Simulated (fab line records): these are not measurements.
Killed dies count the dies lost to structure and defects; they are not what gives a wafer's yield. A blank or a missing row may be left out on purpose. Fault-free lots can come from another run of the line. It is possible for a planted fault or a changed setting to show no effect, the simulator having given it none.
8D (eight disciplines) problem report, filled in by code    flow n5-finfet    the parts of the form that need people (team, actions taken, sign-off) are left out

## 1. WHAT WENT WRONG
At N5_BEOL_M12_COAT_04, spin-speed-rpm averages 1838.3 rpm over 6 wafers from 2 lots, while fault-free wafers read 1625.1 rpm, standard deviation 1.4. That is +99 or more standard deviations from the usual mean.
The step: resist thk 400 nm.
Earliest sighting: wafer L182.3 on litho-track-03 at day 14 10:37. The record has a number at this step for 33 wafers belonging to 11 lots. The rule behind "out" and "out of limits": a value lying over 4 standard deviations away from the usual mean. Any other wafer with a number is counted as sound.

## 2. WHAT IT IS; WHAT IT IS NOT
question                     is                      is not
which readings at this step  spin-speed-rpm          exhaust-pa
which lots                   L182, L183              L168, L169, L170, L173, L179, L186, L187, L188, L189
which wafers of those lots   all that have a number  -
read on which tools          litho-track-03          litho-track-02, litho-track-04
when                         from day 14 10:37       up to then (15 sound wafers); but 12 sound wafers of L186, L187, L188, L189 came after

## 3. THE SUSPECTS, EACH WITH WHAT RULES IT OUT
Counting: a tool stays on the suspect list if, at a process step up to the reading, it processed all lots that are out and no sound lot following the first of them.
- pvd-sputter-03 at N5_BEOL_M11_SPUTTER_48 (material Cu, target thk 12 nm, time 2 s): ruled out as a lasting fault. Sound lots L186, L187, L188, L189 ran on it after its first lot that is out, L182 (day 14 09:16).
- litho-track-03 at N5_BEOL_M12_COAT_04 (resist thk 400 nm): kept. It ran every lot that is out, first L182 (day 14 10:37), and no sound lot after that; its last sound lot up to then is L179 (day 13 13:16). Its own spin-speed-rpm readings are out on those wafers.
After counting, what remains is litho-track-03 at N5_BEOL_M12_COAT_04.

## 4. THE CAUSE (what the simulator had put in)
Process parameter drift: litho-track-03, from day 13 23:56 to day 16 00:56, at N5_BEOL_M12_COAT_04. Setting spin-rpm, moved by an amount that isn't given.
This tool alone remained once counting was done.

## 5. THE CHAIN OF EFFECTS, in route order
Each row: a reading where the mean over the struck wafers with a number is more than 3 standard deviations away from the usual. Only readings for which the record gives a usual standard deviation are gone through. hours: the time from each lot's start at the first step in this table that gives one to its start at this step, as a median over the lots. sigmas: the change in usual standard deviations.
hours  step                  reading                   usual       on struck wafers  change  sigmas
0      N5_BEOL_M12_COAT_04   spin-speed-rpm            1625.1 rpm  1838.3            +213.2  +99 or more
1      N5_BEOL_M12_STRIP_63  strip-time-to-endpoint-s  42.5 s      35.6              -6.9    -9.4
The process steps in it:
- N5_BEOL_M12_COAT_04: resist thk 400 nm.
- N5_BEOL_M12_STRIP_63: strips in N2/H2.

## 6. HOW IT WOULD HAVE BEEN CAUGHT EARLIER
First out-of-limits reading in this record: day 14 10:37, which is 11 hours after fault onset at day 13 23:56.
